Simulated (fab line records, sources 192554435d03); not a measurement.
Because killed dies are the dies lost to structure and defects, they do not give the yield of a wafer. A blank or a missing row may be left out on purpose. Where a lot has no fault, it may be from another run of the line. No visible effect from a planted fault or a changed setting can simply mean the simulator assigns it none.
Split-lot study -- flow n5 finfet -- 39 wafers read from 7 lots, route of 1938 steps

## ABOUT THE SPLIT
At N5_SD_EPI_N_ETCH_35 (etches SOC in N2/H2, overetch 108 nm, time 486 s), the setting time s was moved away from the recipe's 486 s on 18 of the 39 wafers read, by -21.5% to +23.2%. All remaining wafers had this setting at the recipe value.

The split's own step is where the reading is taken.

## THE READING
SiARC_of_SD_EPI_N_COAT_33.thk nm (the simulator's own value, which no gauge read), in nm, at N5_SD_EPI_N_ETCH_35 (etches SOC in N2/H2, overetch 108 nm, time 486 s). No usual value for it is given in the file. Here, 21 wafers ran the recipe; their average is 19.7 nm with a standard deviation of 0.36 nm.

wafer,"tool, chamber at the split","time s as run, s",against the recipe,"SiARC_of_SD_EPI_N_COAT_33.thk nm, nm",against lot-mates on the recipe
L075.1,"rie diel-04, 3",541.6,+11.4%,17.6,-2.3
L075.2,"rie diel-04, 2",541.6,+11.4%,18.2,-1.7
L075.3,"rie diel-04, 0",486,recipe,20,-
L075.6,"rie diel-04, 0",486,recipe,20,-
L075.4,"rie diel-04, 1",541.6,+11.4%,18,-1.9
L075.5,"rie diel-04, 3",486,recipe,19.6,-
L077.1,"rie diel-04, 1",381.6,-21.5%,23,+3.5
L077.5,"rie diel-04, 1",381.6,-21.5%,23,+3.5
L077.2,"rie diel-04, 0",486,recipe,19.8,-
L077.3,"rie diel-04, 3",486,recipe,19.4,-
L077.4,"rie diel-04, 3",486,recipe,19.4,-
L077.6,"rie diel-04, 0",381.6,-21.5%,23.2,+3.7
L078.1,"rie diel-03, 1",486,recipe,20.6,-
L078.2,"rie diel-03, 0,1",455.2,-6.3%,21.4,+1.5
L078.6,"rie diel-03, 0,1",455.2,-6.3%,21.4,+1.5
L078.3,"rie diel-03, 3",455.2,-6.3%,20.8,+0.9
L078.4,"rie diel-03, 2",486,recipe,19.6,-
L078.5,"rie diel-03, 2",486,recipe,19.4,-
L080.1,"rie diel-02, 2",528.7,+8.8%,18.8,-0.9
L080.2,"rie diel-02, 1",528.7,+8.8%,18.4,-1.3
L080.3,"rie diel-02, 3",486,recipe,20.4,-
L080.4,"rie diel-02, 0,1",486,recipe,19.4,-
L080.6,"rie diel-02, 0,1",486,recipe,19.4,-
L080.5,"rie diel-02, 0",528.7,+8.8%,18,-1.7
L082.2,"rie diel-02, 2",486,recipe,19.8,-
L082.4,"rie diel-02, 1",486,recipe,19.6,-
L082.6,"rie diel-02, 2",486,recipe,20,-
L093.1,"rie diel-04, 2",598.8,+23.2%,16.6,-3.0
L093.2,"rie diel-04, 1",598.8,+23.2%,16.4,-3.2
L093.6,"rie diel-04, 1",598.8,+23.2%,16.4,-3.2
L093.3,"rie diel-04, 0",486,recipe,19.6,-
L093.4,"rie diel-04, 3",486,recipe,19.8,-
L093.5,"rie diel-04, 0",486,recipe,19.4,-
L094.1,"rie diel-02, 2,1,1",542.5,+11.6%,17.8,-1.8
L094.4,"rie diel-02, 2,1,1",542.5,+11.6%,17.8,-1.8
L094.5,"rie diel-02, 2,1,1",542.5,+11.6%,17.8,-1.8
L094.2,"rie diel-02, 3",486,recipe,20.2,-
L094.3,"rie diel-02, 0",486,recipe,19.2,-
L094.6,"rie diel-02, 0",486,recipe,19.4,-
When a row names more than one chamber, that row covers several wafers, and the file does not tell which wafer ran in which chamber.

THE FIT
A straight line over all 39 wafers: SiARC_of_SD_EPI_N_COAT_33.thk nm changes by -0.154 nm for each +1% of time s; r = -0.98; the points scatter about the line by 0.35 nm.
The same after taking each lot's own level away (the mean of its wafers on the recipe; 39 wafers): -0.154 nm for each +1%; r = -0.98; scatter 0.34 nm.
According to that fit, moving time s by its largest amount changes the reading by 3.6 nm.
Measured against the standard deviation above, the lots' own levels, which go from 19.53 to 19.87 nm, span 0.9 times it.
Consequently the slope shifts little with the lot-to-lot level, the two slopes agreeing.
Check: -3.6 nm against its lot-mates is what the line predicts for one of the wafers moved furthest among these (+23.2%) when that wafer is left out of the fit. It came out at -3 nm against them.

## THESE WAFERS: OTHER SPLITS
Other splits were also applied to these wafers ahead of the reading. Each is held against what the fit with the lots' levels taken away leaves over:
other split on the same wafers,wafers away from the commonest value,r with SiARC_of_SD_EPI_N_COAT_33.thk nm (lot level and that fit taken away)
N5_DUMMY_GATE_ETCH_37 source w,18,+0.06
N5_DUMMY_GATE_ETCH_32 time s,9,-0.04

## FILE'S OWN FIT
SiARC_of_SD_EPI_N_COAT_33.thk nm changes by -0.153 nm for each +1% of time s, r = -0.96.
